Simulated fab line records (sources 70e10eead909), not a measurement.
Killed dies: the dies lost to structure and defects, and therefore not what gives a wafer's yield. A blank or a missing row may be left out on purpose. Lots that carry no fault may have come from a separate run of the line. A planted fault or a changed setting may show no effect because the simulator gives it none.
Chamber matching || flow nand harc || NHARC_A_CHANNEL_FILL_D1_ETCHBACK_20 on rie diel-08: 4 sister chambers
The step etches the open film in C4F8/O2/Ar, target depth 27 nm, time 13.5 s. 16 wafers are shown with their chamber, then 8 later ones without.

WAFERS, EACH WITH ITS CHAMBER
{"wafer": "L076.1", "chamber": 3, "rf vpp V (V)": 979, "oes product au (a.u.)": 0.94}
{"wafer": "L076.4", "chamber": 0, "rf vpp V (V)": 984, "oes product au (a.u.)": 0.93}
{"wafer": "L076.6", "chamber": 3, "rf vpp V (V)": 980, "oes product au (a.u.)": 0.92}
{"wafer": "L082.1", "chamber": 1, "rf vpp V (V)": 977, "oes product au (a.u.)": 0.92}
{"wafer": "L082.2", "chamber": 2, "rf vpp V (V)": 979, "oes product au (a.u.)": 0.92}
{"wafer": "L082.6", "chamber": 2, "rf vpp V (V)": 980, "oes product au (a.u.)": 0.93}
{"wafer": "L081.2", "chamber": 3, "rf vpp V (V)": 980, "oes product au (a.u.)": 0.93}
{"wafer": "L081.5", "chamber": 0, "rf vpp V (V)": 984, "oes product au (a.u.)": 0.93}
{"wafer": "L081.6", "chamber": 1, "rf vpp V (V)": 975, "oes product au (a.u.)": 0.93}
{"wafer": "L085.1", "chamber": 3, "rf vpp V (V)": 981, "oes product au (a.u.)": 0.93}
{"wafer": "L085.2", "chamber": 1, "rf vpp V (V)": 976, "oes product au (a.u.)": 0.93}
{"wafer": "L085.5", "chamber": 2, "rf vpp V (V)": 982, "oes product au (a.u.)": 0.94}
{"wafer": "L090.2", "chamber": 3, "rf vpp V (V)": 980, "oes product au (a.u.)": 0.99}
{"wafer": "L090.3", "chamber": 1, "rf vpp V (V)": 976, "oes product au (a.u.)": 1.00}
{"wafer": "L090.4", "chamber": 0, "rf vpp V (V)": 983, "oes product au (a.u.)": 1.00}
{"wafer": "L091.2", "chamber": 1, "rf vpp V (V)": 977, "oes product au (a.u.)": 0.98}

SIGNATURES, as means of the wafers listed above
{"reading": "rf vpp V", "chamber 0": 983.67, "chamber 1": 976.20, "chamber 2": 980.33, "chamber 3": 980.00, "scatter within a chamber": 0.919}
{"reading": "oes product au", "chamber 0": 0.9533, "chamber 1": 0.9520, "chamber 2": 0.9300, "chamber 3": 0.9420, "scatter within a chamber": 0.0311}
Rule: a wafer's distance from a chamber is the root of the sum, over the readings, of the square of ((its reading less the chamber's mean) divided by the reading's scatter). If the next closest chamber is less than 2 further off than the closest, the wafer can't be placed; otherwise it belongs to the closest. The scatter is the square root of a quotient: the sum, over the shown wafers, of each reading's squared deviation from its chamber's mean, divided by wafers minus chambers.

WAFERS WITHOUT THEIR CHAMBER
{"wafer": "L091.4", "rf vpp V (V)": 983, "oes product au (a.u.)": 0.99}
{"wafer": "L091.5", "rf vpp V (V)": 977, "oes product au (a.u.)": 1.00}
{"wafer": "L094.1", "rf vpp V (V)": 978, "oes product au (a.u.)": 1.00}
{"wafer": "L094.2", "rf vpp V (V)": 984, "oes product au (a.u.)": 1.00}
{"wafer": "L094.4", "rf vpp V (V)": 976, "oes product au (a.u.)": 1.01}
{"wafer": "L097.1", "rf vpp V (V)": 977, "oes product au (a.u.)": 0.96}
{"wafer": "L097.4", "rf vpp V (V)": 979, "oes product au (a.u.)": 0.97}
{"wafer": "L097.5", "rf vpp V (V)": 982, "oes product au (a.u.)": 0.98}

WHICH CHAMBER EACH ONE RAN IN
{"wafer": "L091.4", "from the rows above": 0, "in truth": 0}
{"wafer": "L091.5", "from the rows above": "can't be placed: 1 or 3", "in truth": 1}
{"wafer": "L094.1", "from the rows above": "can't be placed: 1 or 3 or 2", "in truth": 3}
{"wafer": "L094.2", "from the rows above": 0, "in truth": 0}
{"wafer": "L094.4", "from the rows above": 1, "in truth": 1}
{"wafer": "L097.1", "from the rows above": 1, "in truth": 1}
{"wafer": "L097.4", "from the rows above": "can't be placed: 3 or 2 or 1", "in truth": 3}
{"wafer": "L097.5", "from the rows above": "can't be placed: 0 or 2 or 3", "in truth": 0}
4 of 8 placed correctly. Cannot be placed on the basis of these rows: 4; the candidates contain the true chamber in 4. 0 placed wrongly.
